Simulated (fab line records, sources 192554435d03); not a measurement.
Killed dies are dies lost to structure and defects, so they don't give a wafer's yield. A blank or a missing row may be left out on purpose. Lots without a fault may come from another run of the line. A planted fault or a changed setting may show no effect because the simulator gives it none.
Which tool did it? | flow n5_finfet | 11 lots, 29 wafers sampled, at 5 steps of a route of 1938

WHAT THE GAUGES READ, wafer by wafer
N5_BEOL_M6_THK_MEAS_01.
lot  | measured     | on            | M6_ILD_THK (nm)
L232 | day 8 13:38  | film_metro-01 | 153.5 158.1 154.6
L231 | day 8 18:40  | film_metro-02 | 155.2 157.5
L233 | day 9 16:58  | film_metro-01 | 156.7 151.5 154.9
L235 | day 9 17:40  | film_metro-02 | 151.1 152.6 155.1
L236 | day 10 09:05 | film_metro-01 | 140.5 158.1
L241 | day 11 03:37 | film_metro-01 | 135.2 158.0
L242 | day 11 19:43 | film_metro-01 | 157.9 158.6
L249 | day 13 11:40 | film_metro-01 | 155.6 155.3 155.1
L251 | day 13 14:22 | film_metro-02 | 154.3 154.9 156.6
L250 | day 13 18:17 | film_metro-02 | 154.5 159.2 159.2
L253 | day 14 07:46 | film_metro-02 | 149.6 157.1 159.0

WHICH TOOL RAN EACH LOT (tool, then ch and the chambers of the sampled wafers, then the start)
lot  | N5_BEOL_M5_ALD_86                   | N5_BEOL_M5_SPUTTER_48        | N5_BEOL_M5_SPUTTER_81        | N5_BEOL_M6_ILD_DEP_00
L232 | ald_metal-02 ch 0,1, day 8 07:03    | pvd_sputter-02, day 8 07:36  | pvd_sputter-02, day 8 08:41  | pecvd-01 ch 0,1, day 8 13:04
L231 | ald_metal-02 ch 0,3, day 8 11:10    | pvd_sputter-03, day 8 11:57  | pvd_sputter-03, day 8 13:02  | pecvd-01 ch 2, day 8 18:03
L233 | ald_metal-04 ch 0,1,2, day 9 08:23  | pvd_sputter-01, day 9 10:26  | pvd_sputter-01, day 9 11:31  | pecvd-01 ch 0,1,2, day 9 15:55
L235 | ald_metal-02 ch 0,2,3, day 9 10:54  | pvd_sputter-03, day 9 11:25  | pvd_sputter-03, day 9 12:30  | pecvd-01 ch 1,2, day 9 17:05
L236 | ald_metal-02 ch 1,2, day 10 01:56   | pvd_sputter-02, day 10 02:47 | pvd_sputter-02, day 10 03:52 | pecvd-01 ch 1,2, day 10 08:18
L241 | ald_metal-02 ch 0,2, day 10 20:25   | pvd_sputter-03, day 10 20:57 | pvd_sputter-03, day 10 22:02 | pecvd-01 ch 0,2, day 11 02:34
L242 | ald_metal-02 ch 0,3, day 11 13:17   | pvd_sputter-01, day 11 13:43 | pvd_sputter-01, day 11 14:47 | pecvd-02 ch 0,1, day 11 19:10
L249 | ald_metal-01 ch 1,2,3, day 13 04:33 | pvd_sputter-03, day 13 05:09 | pvd_sputter-03, day 13 06:14 | pecvd-01 ch 0,1,2, day 13 10:37
L251 | ald_metal-02 ch 0,3, day 13 07:26   | pvd_sputter-02, day 13 08:09 | pvd_sputter-02, day 13 09:14 | pecvd-02 ch 0,1, day 13 13:48
L250 | ald_metal-04 ch 0,2,3, day 13 11:31 | pvd_sputter-01, day 13 12:13 | pvd_sputter-01, day 13 13:17 | pecvd-04 ch 0,2, day 13 17:41
L253 | ald_metal-02 ch 0,1,2, day 14 01:00 | pvd_sputter-03, day 14 01:27 | pvd_sputter-03, day 14 02:40 | pecvd-04 ch 0,1, day 14 07:05
- N5_BEOL_M5_ALD_86: deposits TaN, pulse time 2 s, purge time 3 s, co reactant purge time 2 s.
- N5_BEOL_M5_SPUTTER_48: material Cu, target thk 15 nm, time 27.62 s.
- N5_BEOL_M5_SPUTTER_81: material Cu, target thk 15 nm, time 27.62 s.
- N5_BEOL_M6_ILD_DEP_00: deposits SiCOH lowk from DEMS/porogen, target thk 179.75 nm, time 33.4 s.

THE ANSWER, worked out from the rows above alone
Rule: what is usual is taken from the lots themselves. Put in order of their means at a reading, lots are off if they are a third of the lots or fewer, leave a main group of 4 or more, and stand apart from it by a gap of 3 or more times the standard deviation of the main group's means; of several such gaps the widest counts. A main group whose means are all the same, to the digits that the tables above print for the reading, isn't used. A lot without any number at a reading at which 4 lots or more have one is off too. The other lots that the step has rows for count as sound.
No lot is off at any reading shown: from this, nothing can be told.

WHAT THE SIMULATOR HAD PUT IN
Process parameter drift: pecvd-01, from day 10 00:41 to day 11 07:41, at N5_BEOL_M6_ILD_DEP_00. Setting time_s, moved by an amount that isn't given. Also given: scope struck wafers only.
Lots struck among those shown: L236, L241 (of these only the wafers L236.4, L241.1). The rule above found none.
